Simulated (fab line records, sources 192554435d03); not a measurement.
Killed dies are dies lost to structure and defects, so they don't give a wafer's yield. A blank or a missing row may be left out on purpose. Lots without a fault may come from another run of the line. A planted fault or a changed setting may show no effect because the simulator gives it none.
fab line records | flow n5_finfet
record lots=10 wafers=29 last_day=17
route steps=1938 shown BEOL_M4@1094 PASSIVATION@1936
lots that met no fault: from a run of the same line without faults
start_h: hours from the record's first day to the start of the lot's first wafer shown | wait_h: hours since the lot's step before | " the same as in the row above | L1.1+2: a row that stands for several wafers | - no value, or no start given | * or withheld: withheld | < > ~ a bound
route shown NAME@n: a module of which the file shows steps, and the number in the route of the first | usual: mean/standard deviation of fault-free wafers | same: alike in all rows | chamber/n: place in a boat | sites: the reading at each site | _std_site: their standard deviation | _edge_site: outer sites' mean less inner sites' | radius_mm: how far each site lies from the wafer's centre | mask NAME#n: copy n | behind: the tool/chamber that last shaped the wafer | hold: why the lot was held/for how many hours/how that ended | device: the transistor (n, p or np) that didn't switch | end of line: the same wafers' tests at the end of the route | a step without rows: its recipe alone | killed: dies lost to structure and defects at the first sort, not the wafer's yield | map: a wafer's dies, x killed, . not, _ none there
set.NAME: the setting as run; set.NAME@STEP: as run at that earlier step | model.NAME: the simulator's own value behind a step, which no gauge read
steps of the route over a sample of lots; a table a step, a row a wafer
services: from which hour (start_h, from the record's first day; less than 0 if before it) a tool's chamber was out of use, for how many hours, and why
## steps
# step N5_BEOL_M4_SPUTTER_90
# recipe material=Cu target_thk_a=45 temp_c=-20 chamber_pressure_pa=0.07 power_w=withheld time_s=8.29
# usual substrate_temp_c=-20.02/0.11 throttle_valve_pct=30.1/1.1
# columns lot.wafer tool chamber start_h wait_h substrate_temp_c throttle_valve_pct
L179.1 pvd_sputter-02 - 167.07 0.1 -20.08 29.6
L179.3 " - " " -20.02 31.2
L179.6 " - " " -19.90 31.2
L180.3 pvd_sputter-02 - 173.70 0.1 -20.01 30.6
L180.4 " - " " -19.89 31.1
L180.6 " - " " -20.07 31.5
L178.4 pvd_sputter-01 - 173.88 0.1 -19.93 28.8
L178.5 " - " " -20.07 28.9
L178.6 " - " " -20.01 28.9
L181.1 pvd_sputter-01 - 185.47 0.1 -20.00 28.6
L181.2 " - " " -20.05 31.0
L181.6 " - " " -20.05 28.7
L183.1 pvd_sputter-03 - 191.27 0.1 -20.19 29.2
L183.4 " - " " -20.31 28.9
L183.5 " - " " -19.98 31.5
L184.2 pvd_sputter-03 - 194.31 0.1 -19.96 29.3
L184.3 " - " " -19.90 28.8
L184.5 " - " " -20.05 31.5
L186.1 pvd_sputter-02 - 214.21 0.1 -19.95 31.0
L186.4 " - " " -19.99 31.1
L186.5 " - " " -20.23 31.0
L187.1 pvd_sputter-01 - 217.66 0.1 -19.89 28.7
L187.3 " - " " -20.07 29.0
L187.4 " - " " -19.94 30.8
L197.1 pvd_sputter-03 - 294.89 0.1 -20.01 29.4
L197.4 " - " " -20.02 28.7
L197.5 " - " " -19.90 29.3
L199.2 pvd_sputter-02 - 300.09 0.1 -19.93 31.0
L199.6 " - " " -20.12 29.6
# step N5_BEOL_M4_ANNEAL_95
# recipe temp_c=400 time_s=240 ambient=vacuum
# usual heater_power_w=860/69
# columns lot.wafer tool chamber start_h wait_h heater_power_w
L179.1 pvd_sputter-02 - 167.59 0.0 791
L179.3 " - " " 851
L179.6 " - " " 896
L180.3 pvd_sputter-02 - 174.22 0.0 865
L180.4 " - " " 752
L180.6 " - " " 908
L178.4 pvd_sputter-01 - 174.40 0.0 998
L178.5 " - " " 973
L178.6 " - " " 913
L181.1 pvd_sputter-01 - 185.99 0.0 969
L181.2 " - " " 896
L181.6 " - " " 904
L183.1 pvd_sputter-03 - 191.79 0.0 730
L183.4 " - " " 793
L183.5 " - " " 938
L184.2 pvd_sputter-03 - 194.83 0.0 747
L184.3 " - " " 848
L184.5 " - " " 878
L186.1 pvd_sputter-02 - 214.73 0.0 768
L186.4 " - " " 912
L186.5 " - " " 872
L187.1 pvd_sputter-01 - 218.18 0.0 936
L187.3 " - " " 987
L187.4 " - " " 878
L197.1 pvd_sputter-03 - 295.41 0.0 729
L197.4 " - " " 829
L197.5 " - " " 735
L199.2 pvd_sputter-02 - 300.61 0.0 884
L199.6 " - " " 782
# step N5_BEOL_M4_ECD_50
# recipe material=Cu target_thk_a=3000
# columns lot.wafer tool chamber start_h wait_h
L179.1+3+6 ecd_cu-01 1,0,0 167.84 0.1
L180.3+4+6 ecd_cu-02 1,0,1 174.50 0.1
L178.4+5+6 ecd_cu-01 0,1,0 174.67 0.1
L181.1+2+6 ecd_cu-02 1,0,1 186.24 0.1
L183.1+4+5 ecd_cu-01 0,0,1 192.05 0.1
L184.2+3+5 ecd_cu-01 0,1,1 195.09 0.1
L186.1+4+5 ecd_cu-02 1,0,0 214.99 0.1
L187.1+3+4 ecd_cu-02 0,0,1 218.44 0.1
L197.1+4+5 ecd_cu-02 1,0,0 295.66 0.1
L199.2+6 ecd_cu-02 1 300.86 0.1
# step N5_BEOL_M4_ANNEAL_51
# recipe temp_c=225 time_s=90 ambient=N2
# usual wafer_temp_C_max=225.92/0.25
# columns lot.wafer tool chamber start_h wait_h wafer_temp_C_max
L179.1 rtp_anneal-02 0 167.92 0.1 225.64
L179.3 " 0 " " 225.55
L179.6 " 0 " " 225.80
L180.3 rtp_anneal-01 0 174.65 0.1 226.25
L180.4 " 0 " " 225.85
L180.6 " 0 " " 226.32
L178.4 rtp_anneal-02 0 174.87 0.2 225.78
L178.5 " 0 " " 225.91
L178.6 " 0 " " 225.64
L181.1 rtp_anneal-02 0 186.32 0.1 225.69
L181.2 " 0 " " 225.92
L181.6 " 0 " " 225.84
L183.1 rtp_anneal-02 0 192.14 0.1 225.58
L183.4 " 0 " " 225.47
L183.5 " 0 " " 225.44
L184.2 rtp_anneal-02 0 195.21 0.1 225.95
L184.3 " 0 " " 225.52
L184.5 " 0 " " 225.81
L186.1 rtp_anneal-01 0 215.07 0.1 226.41
L186.4 " 0 " " 225.68
L186.5 " 0 " " 225.79
L187.1 rtp_anneal-01 0 218.52 0.1 225.92
L187.3 " 0 " " 226.07
L187.4 " 0 " " 225.94
L197.1 rtp_anneal-01 0 295.74 0.1 225.91
L197.4 " 0 " " 225.92
L197.5 " 0 " " 225.93
L199.2 rtp_anneal-01 0 301.35 0.5 225.95
L199.6 " 0 " " 226.06
# step N5_BEOL_M4_CMP_52
# recipe stop_on=SiOC t_overpolish_s=6.8 down_force_psi=1 platen_rpm=50 clearing_platen_down_force_psi=1.5 clearing_platen_rpm=50 post_cmp_clean=cu_alkaline target_thk_nm=40 clearing_platen_pad_velocity_m_s=0.99484 pad_velocity_m_s=0.99484
# usual clearing_platen_down_force_psi=1.5000/0.0029 motor_current_A=6.3/0.74 time_to_endpoint_s=63/3.2
# columns lot.wafer tool chamber start_h wait_h clearing_platen_down_force_psi motor_current_A time_to_endpoint_s
L179.3 cmp-04 0 168.29 0.2 1.5029 5.5 63
L179.1 " 1 " " 1.5010 5.2 57
L179.6 " 2 " " 1.4987 5.3 66
L180.4 cmp-03 0 175.03 0.3 1.4985 7.4 59
L180.3 " 3 " " 1.5026 6.7 64
L180.6 " 0 " " 1.4988 7.4 60
L178.4 cmp-04 0 175.08 0.2 1.5021 5.3 60
L178.6 " 3 " " 1.5022 6.8 62
L178.5 " 0 " " 1.4969 5.6 65
L181.2 cmp-01 3 186.66 0.2 1.5018 6.7 58
L181.1 " 0 " " 1.4974 6.1 63
L181.6 " 3 " " 1.5051 6.8 59
L183.4 cmp-03 0 192.48 0.2 1.5072 7.8 64
L183.1 " 2 " " 1.5013 7.2 67
L183.5 " 3 " " 1.5006 7.3 62
L184.3 cmp-04 3 195.54 0.2 1.4964 6.5 59
L184.2 " 0 " " 1.5013 5.5 59
L184.5 " 2 " " 1.4971 5.3 65
L186.4 cmp-01 0 215.40 0.2 1.5010 6.0 62
L186.1 " 2 " " 1.5015 6.1 62
L186.5 " 0 " " 1.5011 5.9 65
L187.4 cmp-04 3 218.81 0.1 1.4983 6.2 60
L187.1 " 0 " " 1.4969 5.6 60
L187.3 " 1 " " 1.4931 5.2 57
L197.4 cmp-01 2 296.04 0.1 1.5062 6.5 46
L197.1 " 1 " " 1.4956 6.1 59
L197.5 " 3 " " 1.5012 7.2 61
L199.2 cmp-04 1 301.71 0.3 1.4953 5.2 42
L199.6 " 3 " " 1.5009 6.5 66
# step N5_BEOL_M4_RC_MEAS_101
# usual DIBL_N=37.0/1.7 DIBL_P=36.7/2 IOFF_N=0.17/0.035 IOFF_P=0.22/0.035 ION_N=672/12 ION_P=461/7.5 SS_N=71.6/0.67 SS_P=73.4/0.64 VT_N=250/3.5 VT_P=-250/3.5
# columns lot.wafer tool chamber start_h wait_h DIBL_N[mV/V] DIBL_P[mV/V] IOFF_N[nA/um] IOFF_P[nA/um] ION_N[uA/um] ION_P[uA/um] SS_N[mV/dec] SS_P[mV/dec] VT_N[mV] VT_P[mV]
L179.1 prober-01 0 168.91 0.0 37.2 36.6 0.19 0.27 692 476 72.1 73.0 249 -242
L179.3 " 0 " " 34.5 33.5 0.13 0.20 663 461 71.3 72.5 252 -246
L179.6 " 0 " " 34.7 33.6 0.14 0.22 663 469 71.2 73.0 249 -246
L180.3 prober-01 0 176.08 0.3 38.7 41.7 0.22 0.27 674 463 72.6 75.0 248 -248
L180.4 " 0 " " 37.0 39.1 0.16 0.20 664 454 73.0 73.4 254 -251
L180.6 " 0 " " 35.7 36.9 0.14 0.18 645 445 72.5 73.1 256 -253
L178.4 prober-02 0 176.57 0.5 36.8 36.0 0.16 0.18 672 459 72.2 72.7 250 -252
L178.5 " 0 " " 35.5 35.4 0.14 0.17 655 448 71.2 72.9 249 -255
L178.6 " 0 " " 33.7 33.5 0.11 0.16 663 460 70.5 72.3 255 -254
L181.1 prober-02 0 187.31 0.0 37.0 36.5 0.17 0.25 665 462 71.7 73.2 249 -244
L181.2 " 0 " " 37.2 36.3 0.19 0.25 675 467 72.0 73.1 245 -246
L181.6 " 0 " " 36.3 36.4 0.18 0.25 685 473 71.3 73.8 244 -247
L183.1 prober-02 0 193.05 0.0 38.6 38.0 0.20 0.24 695 466 71.1 73.5 245 -251
L183.4 " 0 " " 39.0 38.0 0.20 0.23 682 461 72.1 74.5 245 -250
L183.5 " 0 " " 38.8 37.8 0.20 0.22 674 451 71.9 74.3 247 -252
L184.2 prober-01 0 196.31 0.2 38.4 39.0 0.19 0.27 665 464 72.2 73.6 247 -248
L184.3 " 0 " " 39.2 38.8 0.20 0.25 668 449 72.3 74.1 249 -249
L184.5 " 0 " " 39.6 39.8 0.21 0.27 658 454 72.4 74.5 247 -250
L186.1 prober-02 0 216.00 0.0 38.4 38.6 0.21 0.24 705 469 72.5 73.6 246 -246
L186.4 " 0 " " 38.6 38.4 0.21 0.25 695 471 72.0 73.5 244 -246
L186.5 " 0 " " 42.0 41.3 0.31 0.29 695 463 73.7 75.1 243 -246
L187.1 prober-01 0 219.44 0.0 36.7 37.4 0.17 0.20 681 467 71.9 74.2 252 -252
L187.3 " 0 " " 36.6 37.3 0.16 0.20 673 464 71.7 73.3 252 -256
L187.4 " 0 " " 36.5 36.7 0.15 0.20 662 454 71.5 73.5 254 -253
L197.1 prober-01 0 296.65 0.0 39.6 42.4 0.21 0.29 678 466 72.8 73.9 247 -248
L197.4 " 0 " " 37.1 39.0 0.16 0.22 670 467 71.3 73.5 250 -248
L197.5 " 0 " " 37.6 39.3 0.15 0.22 666 452 72.0 73.6 251 -249
L199.2 prober-02 0 302.36 0.2 36.6 36.8 0.13 0.17 658 447 71.6 73.4 256 -257
L199.6 " 0 " " 38.0 38.7 0.15 0.19 664 454 71.6 74.3 253 -254
# step N5_PASSIVATION_PROBE_49
# usual defect_limited_yield=91.1/1.3 killed_at_M0_to_M3=35/11 killed_at_M4_up=13/5.4 killed_at_contacts=14/6.5 killed_at_front_end=41/11 killed_at_other=4/3.1 killed_dies=106/15 killed_open=69/12 killed_short=35/7 sort_bin_4_leakage=0.01/0.078 sort_bin_5_function=5.2/0.86 sort_bin_6_memory=3.4/0.64 sort_n_pass=1074/15 sort_yield_pct=91.0/1.3
# same gross_dies=1180 killed_at_back_side=0 sort_bin_8_speed[%]=0
# columns lot.wafer tool chamber start_h wait_h defect_limited_yield[%] killed_at_M0_to_M3 killed_at_M4_up killed_at_contacts killed_at_front_end killed_at_other killed_dies killed_open killed_short sort_bin_4_leakage[%] sort_bin_5_function[%] sort_bin_6_memory[%] sort_n_pass sort_yield_pct[%]
L178.4 prober-01 - 271.19 0.2 92.5 28 13 11 36 0 88 53 33 0 3.6 3.4 1092 92.5
L178.5 prober-01 - 271.24 0.2 90.2 28 13 10 60 5 116 77 38 0 5.9 3.6 1064 90.2
L178.6 prober-01 - 271.29 0.3 91.8 30 14 14 39 0 97 66 27 0 5.3 2.6 1083 91.8
L180.3 prober-01 - 277.93 0.1 91.0 36 11 5 51 3 106 68 36 0 4.7 4.0 1074 91.0
L180.4 prober-01 - 277.98 0.2 90.8 40 8 7 53 1 109 69 37 0 4.8 4.1 1071 90.8
L180.6 prober-01 - 278.08 0.3 89.8 31 18 5 66 0 120 77 40 0 5.8 3.5 1060 89.8
# killed by level:class
L178.4 STI_FIN_REVEAL:geometric_particle:open=11 MOL_CONTACT_COAG:geometric_particle:open=6 BEOL_M0_SAQP:geometric_particle:short=6 MOL_CONTACT_COAG:geometric_particle:short=5 BEOL_M1:geometric_particle:open=5 BEOL_M2:geometric_particle:open=5 FIN_SAQP:geometric_particle:open=4 BEOL_M3:geometric_particle:open=4
L178.5 FIN_SAQP:geometric_particle:open=16 STI_FIN_REVEAL:geometric_particle:open=15 FIN_SAQP:geometric_particle:short=10 MOL_CONTACT_COAG:geometric_particle:open=7 BEOL_M2:geometric_particle:open=7 BEOL_M0_SAQP:geometric_particle:open=6 DUMMY_GATE:geometric_particle:open=4 BEOL_M0_SAQP:geometric_particle:short=4
L178.6 MOL_CONTACT_COAG:geometric_particle:open=13 STI_FIN_REVEAL:geometric_particle:open=10 BEOL_M3:geometric_particle:open=9 BEOL_M0_SAQP:geometric_particle:short=7 FIN_SAQP:geometric_particle:open=6 DUMMY_GATE:geometric_particle:open=5 ILD0:geometric_particle:open=5 BEOL_M5:geometric_particle:open=5
L180.3 FIN_SAQP:geometric_particle:open=11 BEOL_M0_SAQP:geometric_particle:open=9 FIN_SAQP:geometric_particle:short=8 BEOL_M3:geometric_particle:open=8 GATE_CUT:geometric_particle:open=5 DUMMY_GATE:geometric_particle:open=5 BEOL_M2:geometric_particle:open=5 BEOL_M4:geometric_particle:open=5
L180.4 FIN_SAQP:geometric_particle:open=22 FIN_SAQP:geometric_particle:short=11 GATE_CUT:geometric_particle:short=8 BEOL_M3:geometric_particle:open=7 BEOL_M0:geometric_particle:open=6 BEOL_M4:geometric_particle:open=5 BEOL_M0_SAQP:geometric_particle:short=5 BEOL_M0_SAQP:geometric_particle:open=5
L180.6 FIN_SAQP:geometric_particle:short=18 FIN_SAQP:geometric_particle:open=18 BEOL_M4:geometric_particle:open=13 BEOL_M3:geometric_particle:open=11 STI_FIN_REVEAL:geometric_particle:open=7 MOL_CONTACT_COAG:geometric_particle:open=5 DUMMY_GATE:geometric_particle:open=4 ILD0:geometric_particle:open=4
## services
# columns tool chamber start_h hours kind
cmp-04 - 144.25 4.9 pm
cmp-01 - 148.66 2.2 repair
pvd_sputter-03 - 172.58 5.0 repair
cmp-01 - 174.91 4.0 pm
cmp-01 - 178.91 - consumable_replace:conditioner
cmp-01 - 178.91 - consumable_replace:pad
cmp-01 - 180.08 0.8 repair
ecd_cu-02 - 187.65 16.5 repair
cmp-04 - 225.44 6.5 pm
cmp-04 - 233.70 2.4 repair
cmp-01 - 244.66 2.3 repair
cmp-04 - 247.05 0.4 repair
cmp-04 - 267.62 0.9 repair
rtp_anneal-01 - 272.61 3.5 pm
cmp-04 - 274.84 1.9 repair
cmp-03 - 285.31 2.6 repair
cmp-04 - 296.20 0.9 repair
cmp-04 - 297.43 2.3 repair
## key
first_sign step=N5_BEOL_M4_CMP_52 reading=time_to_endpoint_s direction=down sigmas=6.1 usual=* struck=*
effect none on later readings
met_at N5_BEOL_M4_ECD_50
struck_lots L197,L199
struck_wafers L197.4,L199.2
not_acting_at N5_BEOL_M4_SPUTTER_90,N5_BEOL_M4_ANNEAL_95,N5_BEOL_M4_ANNEAL_51
onset_between 218.44 295.66
fault kind=process_parameter_drift tool=ecd_cu-02 chamber=- onset_h=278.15 steps=N5_BEOL_M4_ECD_50 channel=target_thk_a offset=* shape=step end_h=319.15 scope=struck_wafers_only acts_in=* stated=*
